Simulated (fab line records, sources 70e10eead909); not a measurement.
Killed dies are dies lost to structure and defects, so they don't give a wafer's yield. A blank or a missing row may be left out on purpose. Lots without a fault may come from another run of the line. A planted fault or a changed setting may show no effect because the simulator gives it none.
A struck lot beside a sound one | flow nand_harc | 17 steps out of a route of 1159
Sound: wafers L450.2, L450.4, L450.5. Struck: wafers L452.2, L452.6. (L452.3 of the same lot was not struck and is left out.) The cause comes at the end.
At each step with rows: each side's tool, then ch and its chambers, then its first start. Under that, the readings that differ: sound wafers | struck wafers | difference of the means | sigmas: that difference in standard deviations of wafers without a fault.
alike: readings whose means differ by less than 2 such deviations, and words and numbers that are the same on both sides. not compared: withheld readings, readings that some wafer has no value for, bounds like >300 that may hide the same value, and numbers for which the record gives no deviation and whose values overlap.
The two part at a step that has a row with sigmas, a row that says differs or no value, or rows on one side only. Numbers that don't overlap but have no deviation are shown without sigmas and don't part them. A reading that every wafer of one side lacks parts them only if that side has two wafers or more.

NHARC_P_M1_INSPECT_11:
  sound on defect_inspect-01, day 7 04:35; struck on defect_inspect-02, day 8 04:34
  alike: raw_defect_count
NHARC_P_M1_DESCUM_14: chemistry O2, time 3 s.
  sound on rie_diel-05 ch 1,3, day 7 04:39; struck on rie_diel-11 ch 0,3, day 8 04:38
  alike: drypump_motor_current_A, o2_flow_sccm, oes_product_au, rf_vpp_V, showerhead_plenum_p_Torr, throttle_valve_pct
  not compared: rf_hours_counter_h
NHARC_P_M1_ETCH_35: etches the open film in N2/H2, target depth 40 nm, overetch 12 nm, time 43.94 s.
  sound on rie_diel-05 ch 1,2,3, day 7 04:44; struck on rie_diel-11 ch 0,1, day 8 04:44
  alike: drypump_motor_current_A, oes_product_au, rf_vpp_V, showerhead_plenum_p_Torr, throttle_valve_pct
  not compared: rf_hours_counter_h
then, 1 step without rows for these wafers: NHARC_P_M1_ETCH_15 (etches the open film in C4F8/Ar, target depth 182.5 nm, time 91.2 s).
NHARC_P_M1_CD_MEAS_16:
  sound on cd_sem-03, day 7 04:57; struck on cd_sem-01, day 8 04:59
  alike: cd_nm
NHARC_P_M1_STRIP_18: strips in N2/H2.
  sound on rie_diel-11 ch 0,2, day 7 05:01; struck on rie_diel-13 ch 0,1, day 8 05:07
  alike: drypump_motor_current_A, oes_product_au, rf_vpp_V, showerhead_plenum_p_Torr, throttle_valve_pct
  not compared: rf_hours_counter_h
then, 4 steps without rows for these wafers: NHARC_P_M1_ETCH_28 (etches the open film in CF4/N2, target depth 30 nm, time 72.99 s); NHARC_P_M1_STRIP_19 (strips in post etch residue remover, time 600 s); NHARC_P_M1_DEGAS_29 (time 60 s); NHARC_P_M1_PRE_CLEAN_30 (time 30 s).
NHARC_P_M1_PVD_20: deposits TaN, target thk 5 nm, time 8.06 s.
  sound on pvd_sputter-01; struck on pvd_sputter-01
  alike: throttle_valve_pct
then, 1 step without rows for these wafers: NHARC_P_M1_PVD_21 (deposits Cu, target thk 30 nm, time 20.49 s).
NHARC_P_M1_ECD_22: material Cu, target thk 400 nm.
  sound on ecd_cu-01 ch 0,1, day 7 06:04; struck on ecd_cu-01 ch 0,1, day 8 06:07
NHARC_P_M1_ANNEAL_31: time 90 s.
  sound on rtp_anneal-02 ch 0, day 7 06:28; struck on rtp_anneal-02 ch 0, day 8 06:29
  alike: wafer_temp_C_max
NHARC_P_M1_CMP_23: polishes, t overpolish 20 s, target thk 157.82 nm.
  sound on cmp-03 ch 0,3, day 7 06:48; struck on cmp-03 ch 0,2, day 8 06:50
  reading                | sound          | struck  | difference | sigmas
  time_to_endpoint_s (s) | 30.2 26.9 32.9 | 7.5 8.9 | -21.8      | -7
  alike: motor_current_A
NHARC_P_M1_THK_MEAS_24: measures by xrf.
  sound on film_metro-01, day 7 07:05; struck on film_metro-01, day 8 07:05
  reading     | sound             | struck      | difference | sigmas
  thk_nm (nm) | 159.9 155.9 159.2 | 142.2 140.4 | -17.0      | -11
then, 1 step without rows for these wafers: NHARC_P_M1_SRD_25.

WHERE THEY PART
First at NHARC_P_M1_CMP_23; last, within this record, at NHARC_P_M1_THK_MEAS_24.

WHY: what the simulator had put in
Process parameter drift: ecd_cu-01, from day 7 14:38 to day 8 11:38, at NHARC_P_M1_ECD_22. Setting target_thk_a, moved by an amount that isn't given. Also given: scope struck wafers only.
